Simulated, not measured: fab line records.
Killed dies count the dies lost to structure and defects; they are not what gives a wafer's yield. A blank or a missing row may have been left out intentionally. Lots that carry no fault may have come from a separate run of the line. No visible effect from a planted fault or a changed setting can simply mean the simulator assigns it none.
The tool behind it: which one? -- flow nand_harc -- 24 lots with 72 wafers sampled at 5 steps, on a route of 1302 steps

== WHAT EACH GAUGE READ, for each wafer ==
NHARC_P_M0_INSPECT_11.
lot,measured,on,raw_defect_count
L074,day 6 04:22,defect_inspect-02,2 4 3
L075,day 6 07:23,defect_inspect-02,2 4 5
L076,day 6 17:53,defect_inspect-02,10 10 8
L077,day 7 11:47,defect_inspect-01,8 5 7
L078,day 7 16:52,defect_inspect-02,3 1 7
L079,day 7 22:04,defect_inspect-02,4 3 4
L080,day 8 14:29,defect_inspect-02,0 1 4
L081,day 9 00:52,defect_inspect-01,0 3 3
L082,day 9 13:24,defect_inspect-02,10 5 4
L083,day 9 19:02,defect_inspect-01,4 4 8
L084,day 10 07:23,defect_inspect-02,5 5 6
L085,day 11 01:00,defect_inspect-01,4 0 5
L086,day 11 03:59,defect_inspect-02,5 7 3
L087,day 11 10:56,defect_inspect-02,7 2 3
L088,day 12 03:56,defect_inspect-02,4 5 6
L089,day 12 04:29,defect_inspect-02,1 2 3
L090,day 12 23:30,defect_inspect-02,2 5 1
L091,day 13 02:57,defect_inspect-02,2 4 5
L092,day 13 11:29,defect_inspect-02,1 2 1
L093,day 14 01:02,defect_inspect-01,6 3 6
L094,day 14 17:07,defect_inspect-01,11 4 6
L095,day 15 06:13,defect_inspect-01,2 2 5
L096,day 15 08:57,defect_inspect-01,4 6 3
L097,day 15 16:04,defect_inspect-02,4 3 3

NHARC_P_M2_INSPECT_11.
lot,measured,on,raw_defect_count
L074,day 6 12:33,defect_inspect-02,2 3 6
L075,day 6 15:43,defect_inspect-01,5 5 4
L076,day 7 02:11,defect_inspect-02,7 11 9
L077,day 7 20:01,defect_inspect-01,6 4 6
L078,day 8 01:14,defect_inspect-02,3 3 5
L079,day 8 06:17,defect_inspect-02,6 4 4
L080,day 8 22:35,defect_inspect-01,2 2 1
L081,day 9 09:02,defect_inspect-02,7 9 6
L082,day 9 21:38,defect_inspect-01,7 7 2
L083,day 10 03:17,defect_inspect-01,3 4 5
L084,day 10 16:05,defect_inspect-02,4 6 3
L085,day 11 09:14,defect_inspect-02,3 2 3
L086,day 11 12:40,defect_inspect-01,6 7 4
L087,day 11 19:08,defect_inspect-02,7 8 2
L088,day 12 12:10,defect_inspect-01,5 0 7
L089,day 12 12:43,defect_inspect-01,2 4 1
L090,day 13 07:50,defect_inspect-02,3 4 2
L091,day 13 11:01,defect_inspect-02,3 4 13
L092,day 13 21:01,defect_inspect-01,1 4 1
L093,day 14 09:16,defect_inspect-01,8 7 5
L094,day 15 02:32,defect_inspect-01,11 6 5
L095,day 15 14:21,defect_inspect-02,2 2 8
L096,day 15 17:05,defect_inspect-01,3 6 2
L097,day 16 00:25,defect_inspect-02,3 5 3

== WHAT TOOL EACH LOT RAN ON (gives the tool, then ch and the chambers of the sampled wafers, and finally the start) ==
lot,NHARC_P_CONTACT_DESCUM_17,NHARC_P_M1_ANNEAL_31,NHARC_P_M1_CMP_23
L074,"rie_diel-01 ch 0,1, day 6 00:14","rtp_anneal-01 ch 0, day 6 10:13","cmp-04 ch 0,1, day 6 10:34"
L075,"rie_diel-06 ch 1,2,3, day 6 03:17","rtp_anneal-02 ch 0, day 6 13:11","cmp-04 ch 0,1,3, day 6 13:51"
L076,"rie_diel-05 ch 0,1,3, day 6 13:36","rtp_anneal-02 ch 0, day 6 23:51","cmp-03 ch 1,3, day 7 00:12"
L077,"rie_diel-06 ch 1,2,3, day 7 07:47","rtp_anneal-02 ch 0, day 7 17:54","cmp-03 ch 1,2,3, day 7 18:14"
L078,"rie_diel-06 ch 1,3, day 7 12:45","rtp_anneal-02 ch 0, day 7 23:09","cmp-03 ch 0,1,3, day 7 23:25"
L079,"rie_diel-06 ch 1,3, day 7 17:50","rtp_anneal-02 ch 0, day 8 04:05","cmp-04 ch 0,3, day 8 04:25"
L080,"rie_diel-05 ch 0,2, day 8 09:56","rtp_anneal-01 ch 0, day 8 20:17","cmp-02 ch 2,3, day 8 20:35"
L081,"rie_diel-06 ch 0,2, day 8 20:21","rtp_anneal-02 ch 0, day 9 06:49","cmp-04 ch 1,3, day 9 07:04"
L082,"rie_diel-01 ch 1,2, day 9 09:17","rtp_anneal-01 ch 0, day 9 19:24","cmp-03 ch 1,2, day 9 19:38"
L083,"rie_diel-05 ch 1,2,3, day 9 14:56","rtp_anneal-01 ch 0, day 10 00:55","cmp-04 ch 1,2,3, day 10 01:16"
L084,"rie_diel-06 ch 0,2, day 10 03:15","rtp_anneal-02 ch 0, day 10 13:47","cmp-02 ch 0,3, day 10 14:05"
L085,"rie_diel-01 ch 0,3, day 10 20:29","rtp_anneal-01 ch 0, day 11 07:02","cmp-03 ch 0,1, day 11 07:14"
L086,"rie_diel-01 ch 0,1,2, day 11 00:01","rtp_anneal-01 ch 0, day 11 10:24","cmp-04 ch 0,1,2, day 11 10:45"
L087,"rie_diel-01 ch 0,1,3, day 11 06:41","rtp_anneal-02 ch 0, day 11 16:50","cmp-02 ch 0,1,3, day 11 17:08"
L088,"rie_diel-05 ch 0,1,2, day 11 23:52","rtp_anneal-02 ch 0, day 12 09:56","cmp-03 ch 1,3, day 12 10:11"
L089,"rie_diel-01 ch 0,3, day 12 00:24","rtp_anneal-01 ch 0, day 12 10:28","cmp-02 ch 1,2, day 12 10:42"
L090,"rie_diel-06 ch 0,1, day 12 19:23","rtp_anneal-02 ch 0, day 13 05:33","cmp-02 ch 2,3, day 13 05:51"
L091,"rie_diel-01 ch 1,3, day 12 22:47","rtp_anneal-02 ch 0, day 13 08:41","cmp-02 ch 1,3, day 13 09:02"
L092,"rie_diel-05 ch 0,2, day 13 07:23","rtp_anneal-01 ch 0, day 13 17:34","cmp-02 ch 2,3, day 13 17:49"
L093,"rie_diel-05 ch 1,2,3, day 13 20:50","rtp_anneal-01 ch 0, day 14 06:59","cmp-03 ch 0,1,3, day 14 07:17"
L094,"rie_diel-01 ch 0,2,3, day 14 12:54","rtp_anneal-01 ch 0, day 15 00:29","cmp-03 ch 0,1,2, day 15 00:45"
L095,"rie_diel-01 ch 0,3, day 15 01:59","rtp_anneal-01 ch 0, day 15 12:11","cmp-04 ch 0,1,3, day 15 12:32"
L096,"rie_diel-05 ch 1,2, day 15 04:50","rtp_anneal-02 ch 0, day 15 14:52","cmp-02 ch 0,1,2, day 15 15:15"
L097,"rie_diel-06 ch 0,1, day 15 12:05","rtp_anneal-01 ch 0, day 15 22:03","cmp-02 ch 1,2,3, day 15 22:27"
- NHARC_P_CONTACT_DESCUM_17: chemistry O2, time 3 s.
- NHARC_P_M1_ANNEAL_31: time 90 s.
- NHARC_P_M1_CMP_23: polishes, t overpolish 20 s, target thk 157.82 nm.

== WHAT THE TOOLS THEMSELVES READ (means of the sampled wafers that have a number; where no wafer has one, the mark that the record gives instead) ==
NHARC_P_CONTACT_DESCUM_17.
lot,tool,drypump_motor_current_A (A),oes_product_au (a.u.),rf_vpp_V (V),showerhead_plenum_p_Torr (Torr),throttle_valve_pct (%)
L074,rie_diel-01,5.2,1.004,57.7,1.83,11.319
L075,rie_diel-06,5.6,0.994,58.0,1.99,11.319
L076,rie_diel-05,5.4,1.006,57.1,1.87,11.308
L077,rie_diel-06,5.5,0.996,57.7,1.99,11.308
L078,rie_diel-06,5.9,0.996,58.3,1.93,11.311
L079,rie_diel-06,5.8,0.995,58.1,1.93,11.311
L080,rie_diel-05,5.3,1.010,57.6,1.83,11.306
L081,rie_diel-06,5.5,0.986,57.3,2.00,11.316
L082,rie_diel-01,5.3,1.006,58.6,1.87,11.315
L083,rie_diel-05,5.6,1.000,57.3,1.87,11.312
L084,rie_diel-06,5.5,0.991,58.5,2.00,11.306
L085,rie_diel-01,5.5,1.015,57.6,1.83,11.300
L086,rie_diel-01,5.4,1.011,57.7,1.89,11.314
L087,rie_diel-01,5.4,0.999,57.8,1.81,11.305
L088,rie_diel-05,5.6,1.007,56.7,1.84,11.318
L089,rie_diel-01,5.8,1.006,56.5,1.82,11.319
L090,rie_diel-06,5.8,0.993,58.6,1.90,11.311
L091,rie_diel-01,5.5,1.000,56.5,1.79,11.313
L092,rie_diel-05,5.2,0.997,56.8,1.83,11.308
L093,rie_diel-05,5.6,1.007,57.6,1.87,11.304
L094,rie_diel-01,5.7,1.011,58.1,1.90,11.315
L095,rie_diel-01,5.5,1.011,57.6,1.83,11.316
L096,rie_diel-05,5.9,1.003,57.2,1.84,11.314
L097,rie_diel-06,5.7,0.988,57.7,1.94,11.324

NHARC_P_M1_ANNEAL_31.
lot,tool,anneal_temp_c_max,wafer_temp_C_max
L074,rtp_anneal-01,226.9,225.97
L075,rtp_anneal-02,226.8,225.82
L076,rtp_anneal-02,226.8,225.99
L077,rtp_anneal-02,227.2,225.80
L078,rtp_anneal-02,227.0,226.03
L079,rtp_anneal-02,227.1,225.86
L080,rtp_anneal-01,226.7,225.90
L081,rtp_anneal-02,227.1,226.15
L082,rtp_anneal-01,226.3,226.21
L083,rtp_anneal-01,226.7,225.90
L084,rtp_anneal-02,226.8,225.98
L085,rtp_anneal-01,226.8,225.93
L086,rtp_anneal-01,227.0,225.97
L087,rtp_anneal-02,227.5,226.18
L088,rtp_anneal-02,227.0,226.13
L089,rtp_anneal-01,226.5,225.88
L090,rtp_anneal-02,227.0,225.90
L091,rtp_anneal-02,226.7,225.83
L092,rtp_anneal-01,226.9,226.32
L093,rtp_anneal-01,226.8,225.89
L094,rtp_anneal-01,226.9,226.16
L095,rtp_anneal-01,226.6,226.48
L096,rtp_anneal-02,227.0,225.77
L097,rtp_anneal-01,227.0,226.21

NHARC_P_M1_CMP_23.
lot,tool,motor_current_A (A),time_to_endpoint_s (s)
L074,cmp-04,10.3,28
L075,cmp-04,11.4,27
L076,cmp-03,12.2,28
L077,cmp-03,12.5,30
L078,cmp-03,11.5,28
L079,cmp-04,12.3,30
L080,cmp-02,12.2,31
L081,cmp-04,10.6,28
L082,cmp-03,11.7,28
L083,cmp-04,11.9,29
L084,cmp-02,12.3,21
L085,cmp-03,10.8,27
L086,cmp-04,11.6,26
L087,cmp-02,11.7,28
L088,cmp-03,12.1,28
L089,cmp-02,12.7,33
L090,cmp-02,11.5,26
L091,cmp-02,10.8,29
L092,cmp-02,11.4,31
L093,cmp-03,11.6,25
L094,cmp-03,11.7,27
L095,cmp-04,11.3,33
L096,cmp-02,12.3,32
L097,cmp-02,11.7,28

== THE ANSWER, worked out from the rows above alone ==
Rule: what is usual is taken from the lots themselves. Put in order of their means at a reading, lots are off if they are a third of the lots or fewer, leave a main group of 4 or more, and stand apart from it by a gap of 3 or more times the standard deviation of the main group's means; of several such gaps the widest counts. A main group whose means are all the same, to the digits that the tables above print for the reading, isn't used. Also off: a lot with no number at a reading for which 4 or more lots have one. All remaining lots with rows at the step are treated as sound. Order of review: gauges by route order, followed by the tools' own readings, for which a lot's mean as printed above is used. At the first step where some lot is off, the reading lying furthest off is the one used; lots without a number count as furthest.
No lot is off on any of the readings shown, so nothing can be concluded from this.

== WHAT THE SIMULATOR HAD INSERTED ==
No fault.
